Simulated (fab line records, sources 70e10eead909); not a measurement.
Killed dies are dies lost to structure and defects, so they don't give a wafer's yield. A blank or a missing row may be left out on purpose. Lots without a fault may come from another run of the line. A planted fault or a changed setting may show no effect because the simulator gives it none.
Which tool did it? | flow nand_harc | 6 lots, 18 wafers sampled, at 5 steps of a route of 1159

WHAT THE GAUGES READ, wafer by wafer
NHARC_END_SORT_01.
lot | measured | on | killed_at_array

WHICH TOOL RAN EACH LOT (tool, then ch and the chambers of the sampled wafers, then the start)
lot  | NHARC_A_STAIRCASE_TRIM_202         | NHARC_A_BONDPAD_PVD_17                  | NHARC_THIN_TSV_ETCH_15           | NHARC_THIN_TSV_DEGAS_49
L392 | rie_diel-01 ch 1,3, day 11 10:09   | pvd_sputter-02, day 18 23:20 or earlier | rie_si-02 ch 1,2,3, day 18 23:20 | pvd_sputter-02, day 19 01:26
L391 | rie_diel-01 ch 0,1,2, day 11 14:54 | pvd_sputter-01, day 19 02:59 or earlier | rie_si-01 ch 1,2,3, day 19 02:59 | pvd_sputter-01, day 19 04:55
L394 | rie_diel-10 ch 0,1,3, day 12 05:01 | pvd_sputter-03, day 20 07:03 or earlier | rie_si-02 ch 0,1,3, day 20 07:03 | pvd_sputter-01, day 20 09:01
L397 | rie_diel-05 ch 0,1,3, day 13 01:58 | pvd_sputter-02, day 21 06:11 or earlier | rie_si-02 ch 0,1,2, day 21 06:11 | pvd_sputter-01, day 21 09:22
L403 | rie_diel-10 ch 0,2,3, day 14 10:49 | pvd_sputter-02, day 21 22:17 or earlier | rie_si-02 ch 0,1,2, day 21 22:17 | pvd_sputter-02, day 22 00:33
L404 | rie_diel-05 ch 1,3, day 14 23:53   | pvd_sputter-03, day 23 03:13 or earlier | rie_si-06 ch 0,2,3, day 23 03:13 | pvd_sputter-03, day 23 05:10
- NHARC_A_STAIRCASE_TRIM_202: chemistry O2, time 211.2 s.
- NHARC_A_BONDPAD_PVD_17: deposits TaN, target thk 5 nm, time 8.06 s.
- NHARC_THIN_TSV_ETCH_15: target depth 3000 nm, bosch target overetch cycles 2, bosch etch step 2.8 s.
- NHARC_THIN_TSV_DEGAS_49: time 120 s.

THE ANSWER, worked out from the rows above alone
Rule: what is usual is taken from the lots themselves. Put in order of their means at a reading, lots are off if they are a third of the lots or fewer, leave a main group of 4 or more, and stand apart from it by a gap of 3 or more times the standard deviation of the main group's means; of several such gaps the widest counts. A main group whose means are all the same, to the digits that the tables above print for the reading, isn't used. A lot without any number at a reading at which 4 lots or more have one is off too. The other lots that the step has rows for count as sound.
No lot is off at any reading shown: from this, nothing can be told.

WHAT THE SIMULATOR HAD PUT IN
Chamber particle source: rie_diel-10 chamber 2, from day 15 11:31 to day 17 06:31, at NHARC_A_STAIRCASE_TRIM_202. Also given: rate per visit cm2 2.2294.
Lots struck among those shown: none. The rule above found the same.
